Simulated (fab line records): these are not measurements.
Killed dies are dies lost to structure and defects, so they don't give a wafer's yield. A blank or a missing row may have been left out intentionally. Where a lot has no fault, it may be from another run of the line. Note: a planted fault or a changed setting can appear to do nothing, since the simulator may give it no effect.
fab line records    flow n5Finfet
record: lots: 12  wafers: 34  lastDay: 16
route steps=1938 shown BEOL_M7@1309 PASSIVATION@1926
lots untouched by any fault: they come from a run of this same line in which no faults occurred
startH: start of the lot's first displayed wafer, in hours after the record's first day    waitH: time in hours since the lot's previous step    " repeats the value in the row above    L1.1+2: several wafers, shown together as one row    - value missing, or start not given    * or withheld: withheld    < > ~ a bound
route shown NAME@n: NAME is a module with steps in the file, n the number in the route of the first one    usual: mean and standard deviation over wafers with no fault    same: alike in all rows    chamber/n: place in a boat    sites: per-site readings    _std_site: their standard deviation    _edge_site: mean of outer sites minus mean of inner sites    radiusMm: how far each site lies from the wafer's centre    mask NAME#n: copy n    behind: the most recent tool/chamber to have shaped the wafer    hold: the reason the lot was held/the length of the hold in hours/how it ended    device: names the non-switching transistor (n, p or np)    end of line: the same wafers' tests at the end of the route    for a step that has no rows: nothing shown but its recipe    killed: dies that structure and defects cost at the first sort, which is not the same as the wafer's yield    map: a wafer's dies, x killed, . not, _ none there
set.NAME: setting as actually run; set.NAME@STEP: the setting as run at that earlier step    model.NAME: the simulator's own value behind a step, which no gauge read
the route's steps for a sample of lots (tables are steps, rows are wafers)
services: from which hour (startH, from the record's first day; less than 0 if before it) a tool's chamber was out of use, for how many hours, and why
== steps ==
step: N5_BEOL_M7_ETCH_41
recipe: chemistry: CH3F/O2  target: SiCN  targetDepthA: 319  taperDeg: 2  timeS: 57.8  ionEnergyEv: 120  maskMaterial: TiN  pressureMtorr: 30  sourceW: 395  biasW: 75  Ar_flow_sccm: 150  CH3F_flow_sccm: 30  O2_flow_sccm: 20
usual: drypumpMotorCurrentA: 5.8/0.41  oesProductAu: 0.78/0.059  rfVppV: 297.6/1.7  showerheadPlenumPTorr: 2.02/0.085  throttleValvePct: 16.30/0.27
lot.wafer  tool        chamber  startH  waitH  drypumpMotorCurrentA  oesProductAu  rfHoursCounterH  rfVppV  showerheadPlenumPTorr  throttleValvePct
L416.1     rieDiel-06  1        198.30  -      6.2                   0.84          55               296.4   1.95                   16.00
L416.3     "           0        "       "      5.6                   0.70          204              294.5   1.90                   16.43
L416.6     "           0        "       "      5.6                   0.71          -                295.7   1.90                   16.44
L415.2     rieDiel-02  2        198.55  -      6.5                   0.80          87               296.7   1.93                   16.59
L415.4     "           1        "       "      5.6                   0.88          51               299.5   2.12                   15.99
L415.5     "           2        "       "      6.5                   0.79          -                296.9   1.93                   16.59
L418.2     rieDiel-06  1        211.13  -      6.2                   0.84          58               296.3   1.95                   15.99
L418.3     "           2        "       "      6.0                   0.81          90               299.8   2.10                   16.14
L418.6     "           2        "       "      6.0                   0.81          -                300.2   2.10                   16.13
L419.2     rieDiel-04  1        214.50  -      5.5                   0.70          220              298.4   1.98                   16.46
L419.3     "           2        "       "      5.3                   0.82          103              297.0   1.93                   16.40
L419.5     "           2        "       "      5.3                   0.81          -                296.1   1.93                   16.39
L417.1     rieDiel-02  3        218.63  -      5.9                   0.81          85               298.8   2.12                   15.93
L417.2     "           1        "       "      5.6                   0.87          57               298.8   2.12                   16.01
L417.3     "           0        "       "      5.1                   0.74          168              299.0   2.10                   16.65
L422.2     rieDiel-02  3        226.29  -      5.9                   0.82          87               298.7   2.12                   15.91
L422.3     "           1        "       "      5.6                   0.88          59               299.1   2.12                   16.01
L422.4     "           2        "       "      6.5                   0.78          95               296.2   1.92                   16.59
L423.1     rieDiel-06  1        237.99  -      6.2                   0.85          66               294.6   1.95                   16.04
L423.2     "           2        "       "      6.0                   0.80          98               300.8   2.10                   16.15
L428.2     rieDiel-02  2        266.12  -      6.5                   0.76          110              295.3   1.92                   16.62
L428.5     "           0        "       "      5.1                   0.74          -                299.7   2.09                   16.68
L428.6     "           1        "       "      5.6                   0.85          -                298.8   2.11                   16.02
L431.3     rieDiel-06  2        286.76  -      6.0                   0.79          115              298.8   2.10                   16.16
L431.4     "           1        "       "      6.1                   0.81          85               297.0   1.94                   16.04
L431.6     "           0        "       "      5.6                   0.70          -                295.5   1.89                   16.46
L432.1     rieDiel-04  3        288.30  -      6.0                   0.84          58               296.9   2.02                   16.35
L432.3     "           2        "       "      5.4                   0.78          127              295.0   1.92                   16.42
L432.5     "           2        "       "      5.4                   0.79          -                295.0   1.92                   16.45
L434.3     rieDiel-06  1        304.93  -      6.2                   0.82          89               295.7   1.94                   16.05
L434.4     "           2        "       "      6.0                   0.79          120              299.7   2.09                   16.18
L436.2     rieDiel-06  3        318.62  -      5.6                   0.71          206              298.4   2.05                   16.32
L436.3     "           1        "       "      6.2                   0.79          91               295.7   1.94                   16.05
L436.5     "           3        "       "      5.6                   0.71          -                298.5   2.05                   16.28
step: N5_PASSIVATION_OVL_MEAS_66
recipe: pointsPerWafer: 44
usual: PASS_OPEN_OVL: 0/5.6
lot.wafer  tool        chamber  startH  waitH  PASS_OPEN_OVL[nm]
L416.1     overlay-01  0        274.56  0.0    -3
L416.3     "           0        "       "      -5
L416.6     "           0        "       "      1
L415.2     overlay-02  0        280.27  0.0    9
L415.4     "           0        "       "      2
L415.5     "           0        "       "      10
L418.2     overlay-02  0        280.33  0.0    5
L418.3     "           0        "       "      5
L418.6     "           0        "       "      5
L419.2     overlay-02  0        284.83  0.0    7
L419.3     "           0        "       "      -4
L419.5     "           0        "       "      -2
L417.1     overlay-02  0        297.14  0.0    2
L417.2     "           0        "       "      -10
L417.3     "           0        "       "      -8
L422.2     overlay-02  0        304.39  0.0    10
L422.3     "           0        "       "      10
L422.4     "           0        "       "      2
L423.1     overlay-02  0        308.19  0.0    -4
L423.2     "           0        "       "      -4
L428.2     overlay-01  0        334.16  0.0    -9
L428.5     "           0        "       "      -5
L428.6     "           0        "       "      0
L431.3     overlay-01  0        364.62  0.0    4
L431.4     "           0        "       "      4
L431.6     "           0        "       "      12
L432.1     overlay-01  0        364.66  0.0    -2
L432.3     "           0        "       "      1
L432.5     "           0        "       "      -2
L434.3     overlay-02  0        373.71  0.0    -9
L434.4     "           0        "       "      2
L436.2     overlay-01  0        389.18  0.0    -1
L436.3     "           0        "       "      -8
L436.5     "           0        "       "      1
step: N5_PASSIVATION_ETCH_54
recipe: chemistry: CHF3/O2  target: SiO2  targetDepthA: 8800  CHF3_flow_sccm: 50  O2_flow_sccm: 5  Ar_flow_sccm: 200  timeS: 440  maskMaterial: PR  pressureMtorr: 30  sourceW: 650  biasW: 170  ionEnergyEv: 200
usual: drypumpMotorCurrentA: 5.7/0.42  oesProductAu: 0.81/0.077  rfVppV: 528/8.2  showerheadPlenumPTorr: 2.41/0.076  throttleValvePct: 18.73/0.25
lot.wafer  tool        chamber  startH  waitH  drypumpMotorCurrentA  oesProductAu  rfHoursCounterH  rfVppV  showerheadPlenumPTorr  throttleValvePct
L416.1     rieDiel-05  3        274.88  0.1    5.6                   0.70          229              512     2.40                   19.00
L416.3     "           1        "       "      5.5                   0.71          234              524     2.39                   19.40
L416.6     "           0        "       "      5.5                   0.78          -                533     2.51                   18.40
L415.2     rieDiel-01  0        280.59  0.1    5.1                   0.78          110              528     2.33                   18.54
L415.4     "           2        "       "      5.8                   0.97          6                525     2.35                   18.83
L415.5     "           1        "       "      5.6                   0.84          -                522     2.43                   18.44
L418.2     rieDiel-03  1        280.65  0.1    6.7                   0.85          64               538     2.33                   18.62
L418.3     "           2        "       "      5.9                   0.81          74               540     2.34                   18.75
L418.6     "           3        "       "      5.6                   0.79          -                533     2.51                   18.85
L419.2     rieDiel-01  0        285.15  0.1    5.1                   0.78          112              527     2.33                   18.55
L419.3     "           3        "       "      5.2                   0.80          92               536     2.34                   18.91
L419.5     "           3        "       "      5.2                   0.80          -                535     2.34                   18.90
L417.1     rieDiel-01  3        297.49  0.1    5.2                   0.79          97               535     2.34                   18.93
L417.2     "           1        "       "      5.5                   0.83          79               522     2.43                   18.46
L417.3     "           2        "       "      5.8                   0.95          12               523     2.35                   18.81
L422.2     rieDiel-05  2        304.84  0.2    6.2                   0.93          12               525     2.46                   18.61
L422.3     "           3        "       "      5.6                   0.70          -                513     2.39                   19.04
L422.4     "           2        "       "      6.2                   0.93          -                526     2.46                   18.59
L423.1     rieDiel-03  1        308.51  0.1    6.7                   0.84          74               539     2.33                   18.65
L423.2     "           0        "       "      5.5                   0.92          26               527     2.56                   18.32
L428.2     rieDiel-05  2        334.61  0.1    6.1                   0.89          26               526     2.45                   18.63
L428.5     "           2        "       "      6.2                   0.89          -                525     2.45                   18.62
L428.6     "           0        "       "      5.5                   0.77          -                531     2.50                   18.45
L431.3     rieDiel-01  0        365.07  0.1    5.1                   0.76          129              528     2.33                   18.59
L431.4     "           2        "       "      5.8                   0.90          39               526     2.34                   18.86
L431.6     "           3        "       "      5.2                   0.76          -                535     2.33                   18.97
L432.1     rieDiel-05  2        365.12  0.1    6.2                   0.87          39               523     2.44                   18.66
L432.3     "           3        "       "      5.6                   0.68          268              512     2.38                   19.08
L432.5     "           2        "       "      6.2                   0.86          -                525     2.44                   18.65
L434.3     rieDiel-05  0        374.67  0.1    5.5                   0.75          144              531     2.49                   18.48
L434.4     "           2        "       "      6.1                   0.86          -                526     2.44                   18.66
L436.2     rieDiel-01  3        389.50  0.1    5.2                   0.76          133              535     2.33                   18.97
L436.3     "           1        "       "      5.6                   0.80          115              523     2.42                   18.50
L436.5     "           1        "       "      5.6                   0.79          -                523     2.42                   18.53
step: N5_PASSIVATION_PROBE_49
usual: defectLimitedYield: 91.5/1.4  killed_at_M0_to_M3: 32/9.7  killed_at_M4_up: 14/5.3  killedAtContacts: 11/6  killedAtFrontEnd: 39/14  killedAtOther: 3.3/2.7  killedDies: 100/17  killedOnRim: 14/4  killedOpen: 66/13  killedShort: 32/7.4  sort_bin_5_function: 4.9/0.9  sort_bin_6_memory: 3.2/0.72  sort_bin_8_speed: 0.00/0.0071  sortNPass: 1080/17  sortYieldPct: 91.5/1.4
same: grossDies: 1180  killedAtBackSide: 0  sort_bin_4_leakage[%]: 0
lot.wafer  tool       chamber  startH  waitH  defectLimitedYield[%]  killed_at_M0_to_M3  killed_at_M4_up  killedAtContacts  killedAtFrontEnd  killedAtOther  killedDies  killedOnRim  killedOpen  killedShort  sort_bin_5_function[%]  sort_bin_6_memory[%]  sort_bin_8_speed[%]  sortNPass  sortYieldPct[%]
L416.1     prober-02  -        277.72  0.0    93.1                   31                  14               4                 30                2              81          10           54          26           4.2                     2.6                   0                    1099       93.1
L416.3     prober-02  -        277.82  0.1    91.3                   52                  5                17                26                3              103         12           67          36           5.7                     2.5                   0                    1077       91.3
L416.6     prober-02  -        277.97  0.3    93.2                   29                  13               9                 27                2              80          10           56          24           3.9                     2.5                   0                    1100       93.2
L415.2     prober-02  -        283.46  0.1    92.0                   34                  18               9                 28                5              94          17           63          31           5.2                     2.6                   0                    1086       92.0
L415.4     prober-02  -        283.56  0.2    94.3                   30                  10               7                 13                7              67          5            42          25           3.2                     2.1                   0                    1113       94.3
L415.5     prober-02  -        283.61  0.2    91.9                   45                  13               2                 31                4              95          10           59          36           4.3                     3.4                   0                    1085       91.9
L418.2     prober-02  -        283.76  0.4    92.5                   28                  12               13                25                11             89          6            62          25           4.7                     2.7                   0                    1091       92.5
L418.3     prober-02  -        283.81  0.4    93.1                   29                  14               3                 32                4              82          8            45          37           4.3                     2.3                   0                    1098       93.1
L418.6     prober-02  -        283.96  0.6    91.9                   25                  17               6                 36                11             95          15           57          33           5.1                     2.3                   0                    1085       91.9
L419.2     prober-02  -        288.02  0.1    89.7                   43                  15               11                50                2              121         16           77          42           6.8                     3.1                   0                    1059       89.7
L419.3     prober-02  -        288.07  0.1    90.6                   44                  14               7                 42                4              111         20           68          40           5.6                     3.3                   0                    1069       90.6
L419.5     prober-02  -        288.17  0.2    90.9                   33                  10               7                 56                1              107         21           70          36           4.7                     4.0                   0                    1073       90.9
L417.1     prober-02  -        300.28  0.0    90.6                   33                  15               21                34                8              111         12           71          40           5.0                     4.2                   0                    1069       90.6
L417.2     prober-02  -        300.33  0.1    91.3                   28                  19               18                38                0              103         14           65          36           4.7                     3.6                   0.08                 1077       91.3
L417.3     prober-02  -        300.38  0.1    91.4                   42                  12               11                31                6              102         13           79          23           4.6                     3.8                   0                    1078       91.4
L422.2     prober-01  -        307.84  0.1    90.0                   28                  29               9                 52                0              118         16           74          40           5.3                     4.1                   0                    1062       90.0
L422.3     prober-01  -        307.89  0.1    94.1                   15                  18               9                 21                7              70          9            51          19           3.0                     2.7                   0                    1110       94.1
L422.4     prober-01  -        307.94  0.2    91.6                   34                  22               7                 35                1              99          17           60          35           5.2                     3.1                   0                    1081       91.6
L423.1     prober-02  -        311.33  0.0    93.1                   27                  17               19                17                2              82          9            51          30           4.1                     2.6                   0                    1098       93.1
L423.2     prober-02  -        311.38  0.1    91.5                   26                  14               2                 55                3              100         16           64          29           4.2                     3.8                   0                    1080       91.5
L428.2     prober-01  -        337.44  0.1    85.1                   33                  95               15                32                1              176         26           56          34           9.1                     3.6                   0                    1004       85.1
L428.5     prober-01  -        337.59  0.2    93.6                   32                  14               5                 20                4              75          9            54          20           3.8                     2.0                   0                    1105       93.6
L428.6     prober-01  -        337.64  0.3    92.7                   25                  19               15                23                4              86          8            57          29           3.6                     3.2                   0                    1094       92.7
L432.1     prober-01  -        367.93  0.0    92.9                   29                  11               11                30                3              84          12           55          26           4.3                     2.7                   0                    1096       92.9
L432.3     prober-01  -        368.03  0.1    90.9                   33                  11               9                 52                2              107         12           67          38           4.9                     3.7                   0                    1073       90.9
L432.5     prober-01  -        368.13  0.2    93.1                   25                  10               6                 36                4              81          13           52          28           3.8                     2.9                   0                    1099       93.1
L431.3     prober-02  -        367.95  0.1    93.9                   28                  8                4                 31                1              72          10           44          27           3.3                     2.2                   0                    1108       93.9
L431.4     prober-02  -        368.00  0.2    92.7                   27                  9                7                 41                2              86          14           49          29           4.1                     2.1                   0                    1094       92.7
L431.6     prober-02  -        368.10  0.3    93.1                   28                  7                20                26                0              81          9            59          22           3.7                     3.1                   0                    1099       93.1
L434.3     prober-02  -        377.55  0.1    90.8                   26                  7                30                46                0              109         15           79          29           5.8                     3.0                   0                    1071       90.8
L434.4     prober-02  -        377.60  0.2    89.5                   24                  10               21                67                2              124         13           80          42           5.9                     4.1                   0                    1056       89.5
L436.2     prober-02  -        392.33  0.1    90.8                   52                  25               2                 28                1              108         11           70          35           5.4                     3.3                   0                    1072       90.8
L436.3     prober-02  -        392.38  0.1    91.8                   39                  15               2                 41                0              97          15           61          28           4.3                     2.9                   0                    1083       91.8
L436.5     prober-02  -        392.48  0.2    89.4                   40                  21               8                 55                1              125         19           80          36           5.5                     4.2                   0                    1055       89.4
killed by level:class
L416.1 FIN_SAQP:geometricParticle:open=12 BEOL_M2:geometricParticle:open=11 BEOL_M1:geometricParticle:open=5 MOL_CONTACT_COAG:geometricParticle:open=4 BEOL_M0_SAQP:geometricParticle:open=4 BEOL_M0_SAQP:geometricParticle:short=4 BEOL_M5:geometricParticle:short=4 BEOL_M8:geometricParticle:open=4
L416.3 MOL_CONTACT_COAG:geometricParticle:open=14 BEOL_M0_SAQP:geometricParticle:short=11 BEOL_M0_SAQP:geometricParticle:open=11 BEOL_M2:geometricParticle:open=11 FIN_SAQP:geometricParticle:open=9 FIN_SAQP:geometricParticle:short=7 BEOL_M1:geometricParticle:open=7 BEOL_M2:geometricParticle:short=5
L416.6 MOL_CONTACT_COAG:geometricParticle:open=9 BEOL_M0_SAQP:geometricParticle:short=9 FIN_SAQP:geometricParticle:open=7 BEOL_M2:geometricParticle:open=7 BEOL_M0_SAQP:geometricParticle:open=5 BEOL_M8:geometricParticle:open=5 STARTING-WAFER:geometricParticle:open=5 BEOL_M1:geometricParticle:open=4
L415.2 BEOL_M2:geometricParticle:open=13 MOL_CONTACT_COAG:geometricParticle:open=9 FIN_SAQP:geometricParticle:short=8 BEOL_M4:geometricParticle:open=8 BEOL_M1:geometricParticle:open=7 FIN_SAQP:geometricParticle:open=6 GATE_CUT:geometricParticle:short=5 BEOL_M0_SAQP:geometricParticle:short=5
L415.4 BEOL_M3:geometricParticle:open=8 MOL_CONTACT_COAG:geometricParticle:open=6 BEOL_M0_SAQP:geometricParticle:open=6 BEOL_M0_SAQP:geometricParticle:short=5 FIN_SAQP:geometricParticle:short=4 BEOL_M2:geometricParticle:open=4 BEOL_M3:geometricParticle:short=4 MIM_TOP_ETCH:geometricParticle:open=3
L415.5 BEOL_M3:geometricParticle:open=11 FIN_SAQP:geometricParticle:short=10 BEOL_M0_SAQP:geometricParticle:open=9 BEOL_M0_SAQP:geometricParticle:short=9 BEOL_M2:geometricParticle:open=9 FIN_SAQP:geometricParticle:open=6 GATE_CUT:geometricParticle:short=4 BEOL_M1:geometricParticle:open=4
L418.2 MOL_CONTACT_COAG:geometricParticle:open=12 BEOL_M0:geometricParticle:open=7 BEOL_M1:geometricParticle:open=7 FIN_SAQP:geometricParticle:open=5 BEOL_M0_SAQP:geometricParticle:open=4 BEOL_M4:geometricParticle:open=4 PAD_METAL:geometricParticle:short=3 STI_FIN_REVEAL:geometricParticle:open=3
L418.3 FIN_SAQP:geometricParticle:short=9 BEOL_M0_SAQP:geometricParticle:short=8 BEOL_M3:geometricParticle:open=7 BEOL_M3:geometricParticle:short=5 FIN_SAQP:geometricParticle:open=4 BEOL_M7:geometricParticle:open=4 ILD0:geometricParticle:open=3 MOL_CONTACT_COAG:geometricParticle:open=3
L418.6 STI_FIN_REVEAL:geometricParticle:open=6 BEOL_M2:geometricParticle:open=6 STARTING-WAFER:geometricParticle:short=6 FIN_SAQP:geometricParticle:open=5 FIN_SAQP:geometricParticle:short=5 HKMG_FIN:areaEtch=5 MOL_CONTACT_COAG:geometricParticle:open=4 BEOL_M1:geometricParticle:open=4
L419.2 FIN_SAQP:geometricParticle:short=16 BEOL_M0_SAQP:geometricParticle:open=12 DUMMY_GATE:geometricParticle:open=8 MOL_CONTACT_COAG:geometricParticle:open=8 STI_FIN_REVEAL:geometricParticle:open=7 BEOL_M0_SAQP:geometricParticle:short=7 BEOL_M1:geometricParticle:open=7 FIN_SAQP:geometricParticle:open=6
L419.3 BEOL_M0_SAQP:geometricParticle:open=11 FIN_SAQP:geometricParticle:short=9 BEOL_M0_SAQP:geometricParticle:short=8 BEOL_M4:geometricParticle:open=7 GATE_CUT:geometricParticle:short=7 FIN_SAQP:geometricParticle:open=6 BEOL_M2:geometricParticle:open=6 BEOL_M3:geometricParticle:short=6
L419.5 STI_FIN_REVEAL:geometricParticle:open=23 BEOL_M0_SAQP:geometricParticle:open=10 FIN_SAQP:geometricParticle:short=8 BEOL_M0_SAQP:geometricParticle:short=6 GATE_CUT:geometricParticle:short=5 MOL_CONTACT_COAG:geometricParticle:open=5 BEOL_M3:geometricParticle:open=5 DUMMY_GATE:geometricParticle:open=4
L417.1 MOL_CONTACT_COAG:geometricParticle:open=13 STI_FIN_REVEAL:geometricParticle:open=11 BEOL_M4:geometricParticle:open=9 BEOL_M1:geometricParticle:short=8 MOL_CONTACT_COAG:geometricParticle:short=8 BEOL_M1:geometricParticle:open=7 FIN_SAQP:geometricParticle:short=5 BEOL_M0_SAQP:geometricParticle:short=5
L417.2 MOL_CONTACT_COAG:geometricParticle:open=14 ILD0:geometricParticle:open=8 FIN_SAQP:geometricParticle:open=7 BEOL_M1:geometricParticle:open=7 BEOL_M4:geometricParticle:open=7 FIN_SAQP:geometricParticle:short=6 BEOL_M3:geometricParticle:open=6 BEOL_M4:geometricParticle:short=6
L417.3 BEOL_M0_SAQP:geometricParticle:open=15 MOL_CONTACT_COAG:geometricParticle:open=11 STI_FIN_REVEAL:geometricParticle:open=8 BEOL_M1:geometricParticle:open=8 BEOL_M0_SAQP:geometricParticle:short=7 BEOL_M4:geometricParticle:open=7 DUMMY_GATE:geometricParticle:open=6 BEOL_M2:geometricParticle:open=4
L422.2 BEOL_M4:geometricParticle:open=20 FIN_SAQP:geometricParticle:short=10 DUMMY_GATE:geometricParticle:open=9 BEOL_M0_SAQP:geometricParticle:open=8 MOL_CONTACT_COAG:geometricParticle:open=7 BEOL_M3:geometricParticle:open=7 STI_FIN_REVEAL:geometricParticle:open=4 ILD0:geometricParticle:short=4
L422.3 BEOL_M4:geometricParticle:open=12 MOL_CONTACT_COAG:geometricParticle:open=9 BEOL_M0_SAQP:geometricParticle:short=6 GATE_CUT:geometricParticle:short=5 BEOL_M0_SAQP:geometricParticle:open=5 FIN_SAQP:geometricParticle:open=4 MIM_TOP_ETCH:geometricParticle:open=4 DUMMY_GATE:geometricParticle:open=3
L422.4 BEOL_M4:geometricParticle:open=17 BEOL_M2:geometricParticle:open=9 BEOL_M0_SAQP:geometricParticle:open=8 BEOL_M0_SAQP:geometricParticle:short=8 GATE_CUT:geometricParticle:short=7 MOL_CONTACT_COAG:geometricParticle:open=5 STI_FIN_REVEAL:geometricParticle:open=4 SD_EPI_N:coatMicrobubblePrinted=4
L423.1 MOL_CONTACT_COAG:geometricParticle:short=10 MOL_CONTACT_COAG:geometricParticle:open=9 BEOL_M2:geometricParticle:open=6 BEOL_M4:geometricParticle:open=6 BEOL_M1:geometricParticle:open=5 BEOL_M3:geometricParticle:open=5 BEOL_M0_SAQP:geometricParticle:open=4 BEOL_M0_SAQP:geometricParticle:short=4
L423.2 STI_FIN_REVEAL:geometricParticle:open=30 STI_FIN_REVEAL:geometricParticle:short=5 BEOL_M0_SAQP:geometricParticle:short=5 DUMMY_GATE:geometricParticle:short=4 BEOL_M4:geometricParticle:open=4 BEOL_M11:geometricParticle:open=4 HKMG_FIN:areaEtch=4 FIN_SAQP:geometricParticle:short=3
L428.2 BEOL_M7:unspecified=85 MOL_CONTACT_COAG:geometricParticle:open=13 BEOL_M0_SAQP:geometricParticle:open=13 BEOL_M0_SAQP:geometricParticle:short=10 STI_FIN_REVEAL:geometricParticle:open=8 FIN_SAQP:geometricParticle:short=6 FIN_SAQP:geometricParticle:open=5 BEOL_M4:geometricParticle:open=5
L428.5 BEOL_M3:geometricParticle:open=10 BEOL_M0_SAQP:geometricParticle:open=9 STI_FIN_REVEAL:geometricParticle:open=7 BEOL_M0_SAQP:geometricParticle:short=7 MOL_CONTACT_COAG:geometricParticle:open=5 BEOL_M5:geometricParticle:open=4 FIN_SAQP:geometricParticle:open=3 FIN_SAQP:geometricParticle:short=3
L428.6 MOL_CONTACT_COAG:geometricParticle:open=14 BEOL_M4:geometricParticle:open=10 BEOL_M0_SAQP:geometricParticle:short=8 BEOL_M0_SAQP:geometricParticle:open=6 FIN_SAQP:geometricParticle:short=4 FIN_SAQP:geometricParticle:open=4 GATE_CUT:geometricParticle:short=4 BEOL_M3:geometricParticle:open=4
L432.1 MOL_CONTACT_COAG:geometricParticle:open=9 BEOL_M2:geometricParticle:open=8 STI_FIN_REVEAL:geometricParticle:open=7 BEOL_M0_SAQP:geometricParticle:short=7 BEOL_M0_SAQP:geometricParticle:open=5 FIN_SAQP:geometricParticle:open=4 FIN_SAQP:geometricParticle:short=3 STARTING-WAFER:geometricParticle:short=3
L431.3 GATE_CUT:geometricParticle:short=6 BEOL_M3:geometricParticle:open=6 GATE_CUT:geometricParticle:open=5 STI_FIN_REVEAL:geometricParticle:open=5 BEOL_M0_SAQP:geometricParticle:short=5 FIN_SAQP:geometricParticle:short=4 FIN_SAQP:geometricParticle:open=3 BEOL_M0_SAQP:geometricParticle:open=3
L431.4 FIN_SAQP:geometricParticle:open=8 FIN_SAQP:geometricParticle:short=8 BEOL_M0_SAQP:geometricParticle:open=8 HKMG_FIN:areaEtch=8 GATE_CUT:geometricParticle:short=6 STARTING-WAFER:geometricParticle:open=5 MOL_CONTACT_COAG:geometricParticle:open=5 BEOL_M3:geometricParticle:open=4
L432.3 BEOL_M0_SAQP:geometricParticle:open=15 FIN_SAQP:geometricParticle:short=12 STI_FIN_REVEAL:geometricParticle:open=9 BEOL_M0_SAQP:geometricParticle:short=9 MOL_CONTACT_COAG:geometricParticle:open=8 STARTING-WAFER:geometricParticle:open=7 FIN_SAQP:geometricParticle:open=5 DUMMY_GATE:geometricParticle:open=5
L431.6 MOL_CONTACT_COAG:geometricParticle:open=18 BEOL_M2:geometricParticle:open=7 FIN_SAQP:geometricParticle:short=6 STI_FIN_REVEAL:geometricParticle:open=5 BEOL_M0_SAQP:geometricParticle:short=5 FIN_SAQP:geometricParticle:open=4 BEOL_M0:geometricParticle:open=4 BEOL_M1:geometricParticle:open=3
L432.5 STI_FIN_REVEAL:geometricParticle:open=10 FIN_SAQP:geometricParticle:short=7 BEOL_M2:geometricParticle:open=6 MOL_CONTACT_COAG:geometricParticle:open=5 BEOL_M0_SAQP:geometricParticle:short=4 BEOL_M0_SAQP:geometricParticle:open=4 BEOL_M7:geometricParticle:open=4 STI_FIN_REVEAL:geometricParticle:short=3
L434.3 MOL_CONTACT_COAG:geometricParticle:open=28 FIN_SAQP:geometricParticle:open=10 FIN_SAQP:geometricParticle:short=9 BEOL_M0_SAQP:geometricParticle:open=8 STI_FIN_REVEAL:geometricParticle:open=7 BEOL_M1:geometricParticle:short=7 STARTING-WAFER:geometricParticle:open=7 BEOL_M0_SAQP:geometricParticle:short=4
L434.4 STI_FIN_REVEAL:geometricParticle:open=18 MOL_CONTACT_COAG:geometricParticle:open=16 FIN_SAQP:geometricParticle:open=15 FIN_SAQP:geometricParticle:short=12 MOL_CONTACT_COAG:geometricParticle:short=5 BEOL_M1:geometricParticle:short=5 BEOL_M2:geometricParticle:open=5 DUMMY_GATE:geometricParticle:open=4
L436.2 BEOL_M0_SAQP:geometricParticle:open=19 BEOL_M0_SAQP:geometricParticle:short=13 BEOL_M3:geometricParticle:open=9 FIN_SAQP:geometricParticle:open=8 BEOL_M4:geometricParticle:open=8 BEOL_M1:geometricParticle:open=6 FIN_SAQP:geometricParticle:short=5 BEOL_M5:geometricParticle:short=4
L436.3 BEOL_M0_SAQP:geometricParticle:open=15 FIN_SAQP:geometricParticle:open=12 BEOL_M0_SAQP:geometricParticle:short=10 BEOL_M4:geometricParticle:open=10 FIN_SAQP:geometricParticle:short=8 HKMG_FIN:areaEtch=7 BEOL_M1:geometricParticle:open=6 BEOL_M3:geometricParticle:open=4
L436.5 FIN_SAQP:geometricParticle:short=10 FIN_SAQP:geometricParticle:open=10 BEOL_M0_SAQP:geometricParticle:open=10 BEOL_M3:geometricParticle:open=10 HKMG_FIN:areaEtch=8 BEOL_M1:geometricParticle:open=7 MOL_CONTACT_COAG:geometricParticle:open=6 BEOL_M4:geometricParticle:open=5
== services ==
tool        chamber  startH  hours  kind
rieDiel-01  -        178.16  0.7    repair
rieDiel-06  1        181.26  7.0    repair
rieDiel-06  2        187.71  4.6    repair
rieDiel-05  1        213.01  3.8    repair
rieDiel-02  3        240.22  32.8   repair
rieDiel-05  2        241.53  4.6    repair
rieDiel-01  2        242.59  -      clean
rieDiel-03  0        277.30  4.8    repair
rieDiel-04  1        279.44  3.4    repair
rieDiel-01  0        293.25  34.3   repair
rieDiel-04  2        293.66  8.2    repair
rieDiel-05  2        294.72  3.8    repair
rieDiel-05  0        303.23  6.3    repair
rieDiel-06  1        311.17  5.3    repair
rieDiel-03  3        353.62  2.7    repair
rieDiel-04  0        360.69  4.7    repair
rieDiel-04  2        360.94  2.5    repair
rieDiel-06  0        367.05  -      clean
rieDiel-06  0        367.05  -      consumableReplace:focusRing
rieDiel-06  0        367.05  -      consumableReplace:showerhead
rieDiel-06  0        367.05  23.0   scheduledDown
rieDiel-06  0        367.05  23.0   ventCycle
rieDiel-03  -        370.92  5.5    repair
rieDiel-04  1        371.84  5.3    repair
== key ==
firstSign: step: N5_PASSIVATION_PROBE_49  reading: killed_at_M4_up  direction: up  sigmas: 15  usual: 14  struck: 95
effect: step: N5_PASSIVATION_PROBE_49  reading: defectLimitedYield  direction: down  sigmas: 4.5  usual: 91.5  struck: 85.1
moreKillsBornAt: N5_BEOL_M7_ETCH_41@rieDiel-02: 85
metAt N5_BEOL_M7_ETCH_41
struckLots L428
struckWafers L428.2
notActingAt N5_PASSIVATION_OVL_MEAS_66,N5_PASSIVATION_ETCH_54
onsetBetween 226.29 266.12
fault: kind: chamberParticleSource  tool: rieDiel-02  chamber: 2  onsetH: 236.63  steps: N5_BEOL_M7_ETCH_41  ratePerVisitCm2: 0.80892  endH: 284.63
